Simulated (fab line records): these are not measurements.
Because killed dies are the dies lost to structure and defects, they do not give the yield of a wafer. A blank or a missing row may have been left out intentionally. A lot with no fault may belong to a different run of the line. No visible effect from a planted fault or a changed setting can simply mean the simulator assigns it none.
8D (eight disciplines) problem report, filled in by code | flow nand harc | the parts of the form that need people (team, actions taken, sign-off) are left out

== 1. PROBLEM STATEMENT ==
Wafers without a fault read 188.46 W, standard deviation 0.15; heater power total W at NHARC_A_CHANNEL_HOLE_D1_SOFTBAKE_05 reads a mean of 175.66 W on 6 wafers belonging to 2 lots. That is -85 standard deviations from the usual mean.
The step: time 55 s.
First seen on wafer L153.1, day 11 22:00, on litho track-01. Wafers with a number at this step in the record: 42, from 14 lots. By rule, "out" or "out of limits" means more than 4 standard deviations away from the usual mean. The rest of the wafers with a number are treated as sound.

== 2. WHAT IT IS AND WHAT IT IS NOT ==
question                    | is                                 | is not
which readings at this step | heater power total W, plate temp C | resist line temp C
which lots                  | L153, L155                         | L146, L147, L148, L149, L151, L154, L162, L164, L165, L166, L167, L168
which wafers of those lots  | all that have a number             | -
read on which tools         | litho track-01                     | litho track-04, litho track-06
when                        | from day 11 22:00                  | up to then (15 sound wafers); but 21 sound wafers of L154, L162, L164, L165, L166, L167, L168 came after

== 3. SUSPECTS, AND WHAT RULES EACH OUT ==
Counting: a tool stays on the suspect list if, at a process step up to the reading, it processed all lots that are out and no sound lot following the first of them.
- litho track-01 at NHARC_A_CHANNEL_HOLE_D1_SOFTBAKE_05 (time 55 s): ruled out as a lasting fault. After its first lot that is out, L153 (day 11 22:00), sound lots L165 ran on it.
Left after counting: nothing in the record.

== 4. THE CAUSE (what the simulator had put in) ==
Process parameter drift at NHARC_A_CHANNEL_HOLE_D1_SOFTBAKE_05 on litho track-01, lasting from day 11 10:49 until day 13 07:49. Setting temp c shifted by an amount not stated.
Counting ruled it out, wrongly.

== 5. SEQUENCE OF EFFECTS, ordered by route ==
Each row: a reading whose mean over the struck wafers that have a number lies more than 3 standard deviations from the usual. Only readings for which the record gives a usual standard deviation are gone through. hours: the time from each lot's start at the first step in this table that gives one to its start at this step, as a median over the lots. sigmas: the change in usual standard deviations.
hours | step                                | reading              | usual    | on struck wafers | change | sigmas
0     | NHARC_A_CHANNEL_HOLE_D1_SOFTBAKE_05 | heater power total W | 188.46 W | 175.66           | -12.80 | -85
0     | NHARC_A_CHANNEL_HOLE_D1_SOFTBAKE_05 | plate temp C         | 104.97 C | 99.63            | -5.34  | -41
Here are the process steps it includes:
- NHARC_A_CHANNEL_HOLE_D1_SOFTBAKE_05: time 55 s.
At these later measuring or inspecting steps, every struck wafer for which the step has a row has a number for every such reading, and none has moved that far: NHARC_A_CHANNEL_HOLE_D1_OVL_MEAS_11, NHARC_A_CHANNEL_HOLE_D1_CD_MEAS_18, NHARC_END_SORT_01.

== 6. HOW IT WOULD HAVE BEEN CAUGHT EARLIER ==
The fault began at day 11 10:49; the first out-of-limits reading in this record came at day 11 22:00, 11 hours later.
